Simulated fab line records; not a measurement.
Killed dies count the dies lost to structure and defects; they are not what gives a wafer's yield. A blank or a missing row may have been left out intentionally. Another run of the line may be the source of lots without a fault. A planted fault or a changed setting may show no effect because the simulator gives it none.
A single fault, viewed from 3 desks + flow n5 finfet + each desk has only its own numbers; what lay behind them comes last

== THE DEFECT DESK ==
Per lot, the means of the sampled wafers with a number show what the inspections along the route counted. A lot is out of limits, marked OUT, if its mean lies more than 4 standard deviations from the usual mean; the brackets give that distance.
Columns: A = raw defect count at N5_MOL_CONTACT_COAG_INSPECT_57, usual 218
| lot  | first seen here | A   |
|------|-----------------|-----|
| L746 | day 5 22:00     | 150 |
| L750 | day 6 19:08     | 202 |
| L752 | day 7 06:41     | 188 |
| L755 | day 8 02:33     | 157 |
| L760 | day 9 05:07     | 225 |
| L762 | day 9 20:34     | 292 |
| L763 | day 10 00:42    | 159 |
This desk's finding: nothing out of limits on any of the 7 lots.

== METROLOGY DESK ==
Means of the sampled wafers that have a number, per lot and without regard to the tool the lot ran on: this is what the gauges read. A lot is out of limits, marked OUT, if its mean lies more than 4 standard deviations from the usual mean; the brackets give that distance. Readings shown: 7 of its 12, picked as those furthest out on some lot.
Columns: A = cd nm at N5_MOL_CONTACT_COAG_CD_MEAS_84, usual 25.11 nm; B = VG_OVL at N5_MOL_CONTACT_COAG_OVL_MEAS_85, usual -0.1 nm; C = DIBL_N at N5_BEOL_M4_RC_MEAS_101, usual 36.3 mV/V; D = DIBL_P at N5_BEOL_M4_RC_MEAS_101, usual 36.6 mV/V; E = SS_N at N5_BEOL_M4_RC_MEAS_101, usual 71.6 mV/dec; F = SS_P at N5_BEOL_M4_RC_MEAS_101, usual 73.4 mV/dec; G = VT_P at N5_BEOL_M4_RC_MEAS_101, usual -248.9 mV
| lot  | first seen here | A     | B    | C    | D    | E    | F    | G      |
|------|-----------------|-------|------|------|------|------|------|--------|
| L746 | day 5 21:55     | 25.06 | -1.2 | 34.0 | 35.9 | 71.5 | 72.9 | -249.6 |
| L750 | day 6 19:03     | 25.10 | -0.3 | 36.1 | 38.5 | 72.5 | 74.4 | -246.5 |
| L752 | day 7 06:36     | 25.04 | -0.4 | 38.7 | 38.3 | 71.9 | 73.8 | -248.8 |
| L755 | day 8 02:28     | 25.26 | -0.4 | 35.9 | 35.3 | 71.0 | 72.9 | -251.5 |
| L760 | day 9 05:01     | 24.94 | -0.5 | 36.7 | 35.8 | 71.8 | 72.7 | -252.0 |
| L762 | day 9 20:28     | 25.08 | -0.6 | 36.2 | 34.1 | 72.0 | 73.6 | -245.9 |
| L763 | day 10 00:37    | 24.83 | 0.6  | 35.2 | 34.3 | 71.1 | 73.1 | -248.1 |
This desk's finding: nothing out of limits on any of the 7 lots.

== TOOL OWNER'S DESK, rie diel-02 ==
The tool's own readings at N5_MOL_CONTACT_COAG_ETCH_91 (etches SOC in N2/H2, target depth 60 nm, overetch 21 nm, time 101.2 s): means of the sampled wafers that have a number, for each lot that ran on this tool. A lot is out of limits, marked OUT, if its mean lies more than 4 standard deviations from the usual mean; the brackets give that distance.
Columns: A = drypump motor current A at N5_MOL_CONTACT_COAG_ETCH_91, usual 6.03 A; B = oes product au at N5_MOL_CONTACT_COAG_ETCH_91, usual 0.65 a.u.; C = rf vpp V at N5_MOL_CONTACT_COAG_ETCH_91, usual 522.4 V; D = showerhead plenum p Torr at N5_MOL_CONTACT_COAG_ETCH_91, usual 2.48 Torr; E = throttle valve pct at N5_MOL_CONTACT_COAG_ETCH_91, usual 17.79 %
| lot  | first seen here | A    | B    | C     | D    | E     |
|------|-----------------|------|------|-------|------|-------|
| L746 | day 5 22:26     | 6.26 | 0.59 | 521.1 | 2.41 | 17.82 |
| L750 | day 6 19:58     | 6.22 | 0.60 | 519.6 | 2.42 | 17.75 |
| L752 | day 7 07:07     | 6.12 | 0.77 | 525.8 | 2.62 | 17.46 |
| L755 | day 8 03:14     | 6.26 | 0.74 | 526.7 | 2.62 | 17.50 |
This desk's finding: nothing out of limits on any of the 4 lots.

== BROUGHT TOGETHER ==
Nothing out of limits was seen by the defect desk.
Metrology desk: nothing out of limits seen.
Nothing out of limits was seen by the tool owner's desk.

== WHAT THE SIMULATOR HAD INSERTED ==
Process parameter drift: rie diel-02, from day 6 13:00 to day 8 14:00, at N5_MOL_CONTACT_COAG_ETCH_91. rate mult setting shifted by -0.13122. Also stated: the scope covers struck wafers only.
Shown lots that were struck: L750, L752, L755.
